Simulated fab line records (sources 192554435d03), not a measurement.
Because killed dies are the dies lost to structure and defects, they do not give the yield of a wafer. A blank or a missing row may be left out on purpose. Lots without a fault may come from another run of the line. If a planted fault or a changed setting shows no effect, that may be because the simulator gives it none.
Chamber matching + flow n5 finfet + cmp-01 running N5_BEOL_M2_CMP_52: 4 sister chambers
The step polishes, stops on SiOC, t overpolish 6.8 s, target thk 40 nm. 4 wafers are shown with their chamber, then 12 later ones without.

## WAFERS, EACH WITH ITS CHAMBER
| wafer  | chamber | motor current A (A) |
|--------|---------|---------------------|
| L087.6 | 0       | 6.0                 |
| L092.1 | 3       | 6.3                 |
| L092.2 | 2       | 5.5                 |
| L092.3 | 1       | 6.2                 |

## WAFERS WHOSE CHAMBER IS MISSING
| wafer  | motor current A (A) |
|--------|---------------------|
| L091.1 | 5.6                 |
| L091.4 | 5.8                 |
| L091.6 | 5.9                 |
| L093.3 | 5.6                 |
| L093.4 | 6.1                 |
| L093.6 | 6.2                 |
| L095.2 | 6.0                 |
| L095.3 | 6.3                 |
| L095.6 | 6.0                 |
| L097.1 | 6.2                 |
| L097.4 | 6.2                 |
| L097.6 | 5.5                 |

## THE CHAMBER EACH PASSED THROUGH
| wafer  | from the rows above          | in truth                   |
|--------|------------------------------|----------------------------|
| L091.1 | 2                            | 2                          |
| L091.4 | can't be placed: 0 or 2      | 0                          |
| L091.6 | 0                            | 0                          |
| L093.3 | 2                            | 2                          |
| L093.4 | can't be placed: 0 or 1 or 3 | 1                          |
| L093.6 | can't be placed: 1 or 3      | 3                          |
| L095.2 | 0                            | 0                          |
| L095.3 | can't be placed: 3 or 1      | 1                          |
| L095.6 | 0                            | 0                          |
| L097.1 | can't be placed: 1 or 3      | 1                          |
| L097.4 | can't be placed: 1 or 3      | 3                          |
| L097.6 | 2                            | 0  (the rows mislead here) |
Correct placement for 5 of the 12. Can't be placed from these rows: 6 (the true chamber is among the candidates in 6). Number placed wrongly: 1.
How it was worked out, from the rows above alone: a wafer's distance from a chamber is the root of the sum, over the readings, of the square of ((its reading less the chamber's mean) divided by the reading's scatter). If the next closest chamber is less than 2 further off than the closest, the wafer can't be placed; otherwise it belongs to the closest. A chamber's mean is the mean of its shown wafers. The scatter: with one shown wafer a chamber, the root of the mean of the squares of how far each hidden wafer lies from its nearest shown one.
